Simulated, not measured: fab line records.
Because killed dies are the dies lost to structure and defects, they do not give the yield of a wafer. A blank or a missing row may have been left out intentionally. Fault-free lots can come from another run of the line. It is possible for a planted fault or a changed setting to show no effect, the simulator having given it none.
fab line records -- flow nand_harc
record: lots: 12, wafers: 36, last_day: 34
route steps=1302 shown P_START@1 P_ZERO_WELL@11 P_GATE@149
lots that met no fault: from a run of the same line without faults
start_h: the number of hours between the record's first day and the start of the first shown wafer of the lot -- wait_h: time in hours since the lot's previous step -- " unchanged from the row above -- L1.1+2: one row covering several wafers at once -- - value missing, or start not given -- * or withheld: withheld -- < > ~ a bound
route shown NAME@n: NAME is a module with steps in the file, n the number in the route of the first one -- usual: mean/standard deviation taken from wafers without a fault -- same: alike in all rows -- chamber/n: place in a boat -- sites: each site's reading -- _std_site: standard deviation across them -- _edge_site: inner sites' mean taken away from outer sites' mean -- radius_mm: how far each site lies from the wafer's centre -- mask NAME#n: copy n -- behind: the most recent tool/chamber to have shaped the wafer -- hold: reason for holding the lot/hours on hold/outcome of the hold -- device: which transistor (n, p or np) failed to switch -- end of line: tests run on the same wafers once the route is complete -- where a step has no rows: the recipe by itself -- killed: not the wafer's yield, but the dies lost to structure and defects at the first sort -- map: dies across one wafer; x = killed, . = not, _ = none there
set.NAME: the run value of the setting; set.NAME@STEP: its run value at that earlier step -- model.NAME: the simulator's own value behind a step, which no gauge read
one table for each step of the route and one row for each wafer, over a sample of lots
services: when a tool's chamber went out of use (start_h, in hours from the record's first day, below 0 if earlier), for how many hours, and the reason
== steps ==
step: NHARC_P_START_INSPECT_01
usual: raw_defect_count: 3.8/2.2
lot.wafer,tool,chamber,start_h,wait_h,raw_defect_count
L102.1,defect_inspect-01,-,30.04,-,2
L102.2,defect_inspect-01,-,30.04,-,3
L102.4,defect_inspect-01,-,30.04,-,4
L107.2,defect_inspect-02,-,80.04,-,5
L107.5,defect_inspect-02,-,80.04,-,3
L107.6,defect_inspect-02,-,80.04,-,4
L108.1,defect_inspect-01,-,90.04,-,6
L108.4,defect_inspect-01,-,90.04,-,5
L108.6,defect_inspect-01,-,90.04,-,6
L109.1,defect_inspect-02,-,100.04,-,8
L109.2,defect_inspect-02,-,100.04,-,6
L109.5,defect_inspect-02,-,100.04,-,9
L110.3,defect_inspect-01,-,110.04,-,4
L110.4,defect_inspect-01,-,110.04,-,2
L110.6,defect_inspect-01,-,110.04,-,5
L111.2,defect_inspect-02,-,120.04,-,4
L111.4,defect_inspect-02,-,120.04,-,2
L111.6,defect_inspect-02,-,120.04,-,3
L112.3,defect_inspect-02,-,130.04,-,2
L112.4,defect_inspect-02,-,130.04,-,2
L112.6,defect_inspect-02,-,130.04,-,2
L120.1,defect_inspect-02,-,210.04,-,2
L120.3,defect_inspect-02,-,210.04,-,2
L120.5,defect_inspect-02,-,210.04,-,3
L121.2,defect_inspect-02,-,220.04,-,2
L121.5,defect_inspect-02,-,220.04,-,8
L121.6,defect_inspect-02,-,220.04,-,3
L122.1,defect_inspect-01,-,230.04,-,5
L122.2,defect_inspect-01,-,230.04,-,3
L122.3,defect_inspect-01,-,230.04,-,5
L123.2,defect_inspect-02,-,240.04,-,2
L123.5,defect_inspect-02,-,240.04,-,3
L123.6,defect_inspect-02,-,240.04,-,4
L124.2,defect_inspect-02,-,250.04,-,3
L124.3,defect_inspect-02,-,250.04,-,2
L124.6,defect_inspect-02,-,250.04,-,2
step: NHARC_P_ZERO_WELL_EXPOSE_08
recipe: na: 0.55, target_cd_nm: 500, dose_mj: 33.8, mask_id: P_ZERO
usual: exposure_dose_mJ_cm2: 33.90/0.15
lot.wafer,tool,chamber,start_h,wait_h,mask,exposure_dose_mJ_cm2
L102.1,krf_scanner-04,0,31.20,-,P_ZERO#0,34.21
L102.2,krf_scanner-04,0,31.20,-,P_ZERO#0,34.15
L102.4,krf_scanner-04,0,31.20,-,P_ZERO#0,34.22
L107.2,krf_scanner-01,0,81.09,-,P_ZERO#0,34.02
L107.5,krf_scanner-01,0,81.09,-,P_ZERO#0,34.01
L107.6,krf_scanner-01,0,81.09,-,P_ZERO#0,34.00
L108.1,krf_scanner-03,0,91.09,-,P_ZERO#0,33.78
L108.4,krf_scanner-03,0,91.09,-,P_ZERO#0,33.81
L108.6,krf_scanner-03,0,91.09,-,P_ZERO#0,33.81
L109.1,krf_scanner-01,0,101.17,-,P_ZERO#0,34.02
L109.2,krf_scanner-01,0,101.17,-,P_ZERO#0,34.02
L109.5,krf_scanner-01,0,101.17,-,P_ZERO#0,34.04
L110.3,krf_scanner-03,0,111.09,-,P_ZERO#0,33.78
L110.4,krf_scanner-03,0,111.09,-,P_ZERO#0,33.78
L110.6,krf_scanner-03,0,111.09,-,P_ZERO#0,33.75
L111.2,krf_scanner-03,0,120.96,-,P_ZERO#0,33.75
L111.4,krf_scanner-03,0,120.96,-,P_ZERO#0,33.76
L111.6,krf_scanner-03,0,120.96,-,P_ZERO#0,33.71
L112.3,krf_scanner-03,0,130.98,-,P_ZERO#0,33.81
L112.4,krf_scanner-03,0,130.98,-,P_ZERO#0,33.82
L112.6,krf_scanner-03,0,130.98,-,P_ZERO#0,33.80
L120.1,krf_scanner-01,0,211.11,-,P_ZERO#0,34.04
L120.3,krf_scanner-01,0,211.11,-,P_ZERO#0,34.00
L120.5,krf_scanner-01,0,211.11,-,P_ZERO#0,34.04
L121.2,krf_scanner-03,0,221.09,-,P_ZERO#0,33.74
L121.5,krf_scanner-03,0,221.09,-,P_ZERO#0,33.80
L121.6,krf_scanner-03,0,221.09,-,P_ZERO#0,33.70
L122.1,krf_scanner-03,0,230.97,-,P_ZERO#0,33.80
L122.2,krf_scanner-03,0,230.97,-,P_ZERO#0,33.80
L122.3,krf_scanner-03,0,230.97,-,P_ZERO#0,33.76
L123.2,krf_scanner-03,0,240.97,-,P_ZERO#0,33.80
L123.5,krf_scanner-03,0,240.97,-,P_ZERO#0,33.78
L123.6,krf_scanner-03,0,240.97,-,P_ZERO#0,33.80
L124.2,krf_scanner-04,0,251.09,-,P_ZERO#0,34.17
L124.3,krf_scanner-04,0,251.09,-,P_ZERO#0,34.13
L124.6,krf_scanner-04,0,251.09,-,P_ZERO#0,34.18
step: NHARC_P_ZERO_WELL_CD_MEAS_11
recipe: target_cd_nm: 500, landing_energy_ev: 500
usual: cd_nm: 499.8/1.4
same: landing_energy_ev: 500
lot.wafer,tool,chamber,start_h,wait_h,cd_nm
L102.1,cd_sem-02,0,31.35,-,497.2
L102.2,cd_sem-02,0,31.35,-,501.0
L102.4,cd_sem-02,0,31.35,-,500.2
L107.2,cd_sem-01,0,81.24,-,500.6
L107.5,cd_sem-01,0,81.24,-,501.7
L107.6,cd_sem-01,0,81.24,-,499.0
L108.1,cd_sem-01,0,91.24,-,499.5
L108.4,cd_sem-01,0,91.24,-,498.0
L108.6,cd_sem-01,0,91.24,-,500.6
L109.1,cd_sem-03,0,101.32,-,501.2
L109.2,cd_sem-03,0,101.32,-,500.5
L109.5,cd_sem-03,0,101.32,-,499.8
L110.3,cd_sem-01,0,111.24,-,500.9
L110.4,cd_sem-01,0,111.24,-,498.6
L110.6,cd_sem-01,0,111.24,-,499.0
L111.2,cd_sem-03,0,121.11,-,498.8
L111.4,cd_sem-03,0,121.11,-,506.4
L111.6,cd_sem-03,0,121.11,-,498.0
L112.3,cd_sem-01,0,131.12,-,498.6
L112.4,cd_sem-01,0,131.12,-,508.8
L112.6,cd_sem-01,0,131.12,-,500.3
L120.1,cd_sem-02,0,211.26,-,500.4
L120.3,cd_sem-02,0,211.26,-,503.1
L120.5,cd_sem-02,0,211.26,-,499.7
L121.2,cd_sem-03,0,221.23,-,498.4
L121.5,cd_sem-03,0,221.23,-,497.9
L121.6,cd_sem-03,0,221.23,-,500.6
L122.1,cd_sem-03,0,231.12,-,500.4
L122.2,cd_sem-03,0,231.12,-,500.8
L122.3,cd_sem-03,0,231.12,-,500.2
L123.2,cd_sem-02,0,241.12,-,498.1
L123.5,cd_sem-02,0,241.12,-,499.9
L123.6,cd_sem-02,0,241.12,-,499.9
L124.2,cd_sem-01,0,251.24,-,499.8
L124.3,cd_sem-01,0,251.24,-,497.6
L124.6,cd_sem-01,0,251.24,-,497.7
step: NHARC_P_GATE_ETCH_32
recipe: target_depth_a: 1500, over_etch_frac: 1, over_etch_ion_energy_ev: 40, time_s: 100.1, hbr_flow_sccm: 150, cl2_flow_sccm: 50, rf_w: 400, icp_w: 400, bias_w: 100, chemistry: HBr/Cl2
usual: drypump_motor_current_A: 5.7/0.36, oes_product_au: 0.999/0.0065, throttle_valve_pct: 26.406/0.0095
lot.wafer,tool,chamber,start_h,wait_h,drypump_motor_current_A,oes_product_au,rf_hours_counter_h,throttle_valve_pct
L102.1,rie_si-03,1,113.44,-,5.8,1.001,0.4,26.406
L102.2,rie_si-03,2,113.44,-,5.0,1.001,0.4,26.404
L102.4,rie_si-03,3,113.44,-,5.8,0.994,0.5,26.395
L107.2,rie_si-03,0,157.91,-,5.2,0.995,0.8,26.402
L107.5,rie_si-03,2,157.91,-,5.1,1.012,-,26.402
L107.6,rie_si-03,3,157.91,-,5.9,1.005,-,26.418
L108.4,rie_si-06,1,166.45,-,6.0,1.013,0.7,26.405
L108.1,rie_si-06,2,166.45,-,5.3,1.001,0.6,26.387
L108.6,rie_si-06,1,166.45,-,6.0,1.005,-,26.399
L109.2,rie_si-03,0,182.74,-,5.3,0.992,1.0,26.407
L109.1,rie_si-03,1,182.74,-,5.8,0.992,1.0,26.409
L109.5,rie_si-03,2,182.74,-,5.0,0.997,-,26.404
L110.3,rie_si-03,2,197.57,-,5.1,0.995,1.0,26.395
L110.4,rie_si-03,1,197.57,-,5.8,0.987,1.0,26.400
L110.6,rie_si-03,3,197.57,-,5.9,0.980,-,26.416
L111.2,rie_si-04,2,198.36,-,6.4,1.004,0.1,26.404
L111.4,rie_si-04,3,198.36,-,5.9,0.995,0.1,26.411
L111.6,rie_si-04,2,198.36,-,6.4,1.003,-,26.406
L112.4,rie_si-04,0,207.67,-,5.6,0.996,0.1,26.401
L112.3,rie_si-04,2,207.67,-,6.4,1.002,0.2,26.394
L112.6,rie_si-04,0,207.67,-,5.6,0.999,-,26.400
L120.1,rie_si-04,0,285.00,-,5.6,0.997,0.7,26.431
L120.3,rie_si-04,2,285.00,-,6.4,0.991,0.8,26.400
L120.5,rie_si-04,1,285.00,-,6.0,0.993,-,26.400
L121.2,rie_si-06,1,300.91,-,6.0,1.002,0.3,26.405
L121.6,rie_si-06,1,300.91,-,6.0,0.993,-,26.433
L121.5,rie_si-06,2,300.91,-,5.3,1.002,-,26.387
L122.1,rie_si-03,3,305.06,-,5.9,1.017,0.4,26.408
L122.2,rie_si-03,0,305.06,-,5.2,0.986,0.3,26.415
L122.3,rie_si-03,2,305.06,-,5.0,1.002,0.4,26.418
L123.2,rie_si-04,3,321.24,-,5.9,0.998,1.0,26.400
L123.5,rie_si-04,3,321.24,-,5.9,0.991,-,26.411
L123.6,rie_si-04,0,321.24,-,5.6,1.001,-,26.412
L124.3,rie_si-06,0,322.02,-,5.8,0.995,0.4,26.413
L124.2,rie_si-06,2,322.02,-,5.3,1.002,0.4,26.395
L124.6,rie_si-06,0,322.02,-,5.8,1.005,-,26.384
step: NHARC_P_GATE_CD_MEAS_46
recipe: target_cd_nm: 720, landing_energy_ev: 500
usual: cd_nm: 720.3/1.2
same: landing_energy_ev: 500
lot.wafer,tool,chamber,start_h,wait_h,cd_nm
L102.1,cd_sem-02,0,124.54,-,721.8
L102.2,cd_sem-02,0,124.54,-,722.7
L102.4,cd_sem-02,0,124.54,-,722.5
L107.2,cd_sem-01,0,169.19,-,720.8
L107.5,cd_sem-01,0,169.19,-,722.0
L107.6,cd_sem-01,0,169.19,-,721.9
L108.1,cd_sem-01,0,177.85,-,720.2
L108.4,cd_sem-01,0,177.85,-,720.2
L108.6,cd_sem-01,0,177.85,-,719.5
L109.1,cd_sem-02,0,194.08,-,720.8
L109.2,cd_sem-02,0,194.08,-,720.9
L109.5,cd_sem-02,0,194.08,-,720.1
L110.3,cd_sem-03,0,208.93,-,721.0
L110.4,cd_sem-03,0,208.93,-,719.3
L110.6,cd_sem-03,0,208.93,-,720.2
L111.2,cd_sem-01,0,209.84,-,721.3
L111.4,cd_sem-01,0,209.84,-,722.7
L111.6,cd_sem-01,0,209.84,-,721.3
L112.3,cd_sem-02,0,219.09,-,721.0
L112.4,cd_sem-02,0,219.09,-,718.9
L112.6,cd_sem-02,0,219.09,-,719.3
L120.1,cd_sem-02,0,298.51,-,719.3
L120.3,cd_sem-02,0,298.51,-,717.5
L120.5,cd_sem-02,0,298.51,-,719.0
L121.2,cd_sem-01,0,312.34,-,719.6
L121.5,cd_sem-01,0,312.34,-,719.4
L121.6,cd_sem-01,0,312.34,-,720.5
L122.1,cd_sem-03,0,316.45,-,719.5
L122.2,cd_sem-03,0,316.45,-,719.6
L122.3,cd_sem-03,0,316.45,-,720.3
L123.2,cd_sem-01,0,332.55,-,720.5
L123.5,cd_sem-01,0,332.55,-,722.6
L123.6,cd_sem-01,0,332.55,-,719.4
L124.2,cd_sem-02,0,333.38,-,721.2
L124.3,cd_sem-02,0,333.38,-,721.6
L124.6,cd_sem-02,0,333.38,-,722.0
== services ==
tool,chamber,start_h,hours,kind
krf_scanner-04,-,10.00,4.0,pm
rie_si-06,0,24.27,3.2,repair
rie_si-04,3,29.06,7.5,repair
rie_si-03,-,44.00,9.0,pm
rie_si-03,0,44.00,9.0,vent_cycle
krf_scanner-03,-,52.14,4.0,pm
rie_si-06,-,72.00,9.0,pm
krf_scanner-03,0,74.50,-,calibration
rie_si-04,-,80.43,0.9,repair
rie_si-06,-,88.26,0.4,repair
rie_si-06,2,98.94,5.8,repair
krf_scanner-01,-,140.00,4.0,pm
rie_si-04,-,165.00,9.0,pm
krf_scanner-04,-,182.00,4.0,pm
krf_scanner-04,-,199.97,1.1,repair
rie_si-03,-,221.00,9.0,pm
krf_scanner-03,-,224.14,4.0,pm
krf_scanner-01,-,230.86,0.5,repair
krf_scanner-03,0,235.28,-,calibration
rie_si-06,-,249.00,9.0,pm
rie_si-04,1,265.95,4.7,repair
krf_scanner-03,-,273.63,0.4,repair
rie_si-03,2,292.81,3.5,repair
krf_scanner-01,-,312.00,4.0,pm
== key ==
first_sign: step: NHARC_P_ZERO_WELL_CD_MEAS_11, reading: cd_nm, direction: up, sigmas: 5.8, usual: 499.8, struck: 507.6
effect none on later readings
met_at NHARC_P_ZERO_WELL_EXPOSE_08
struck_lots L111,L112
struck_wafers L111.4,L112.4
tester_left_out L111,L112
not_acting_at NHARC_P_START_INSPECT_01,NHARC_P_GATE_ETCH_32,NHARC_P_GATE_CD_MEAS_46
onset_between 111.09 120.96
fault: kind: process_parameter_drift, tool: krf_scanner-03, chamber: -, onset_h: 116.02, steps: NHARC_P_ZERO_WELL_EXPOSE_08, channel: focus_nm, offset: 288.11, shape: step, end_h: 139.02, scope: struck_wafers_only
tester_left_out: of these lots the tester's yield and bins aren't shown, on N5 and GAA mostly nor the transistor test; their killed dies are dies lost to structure and defects alone, not to doping, threshold or leakage, so they don't give the yield
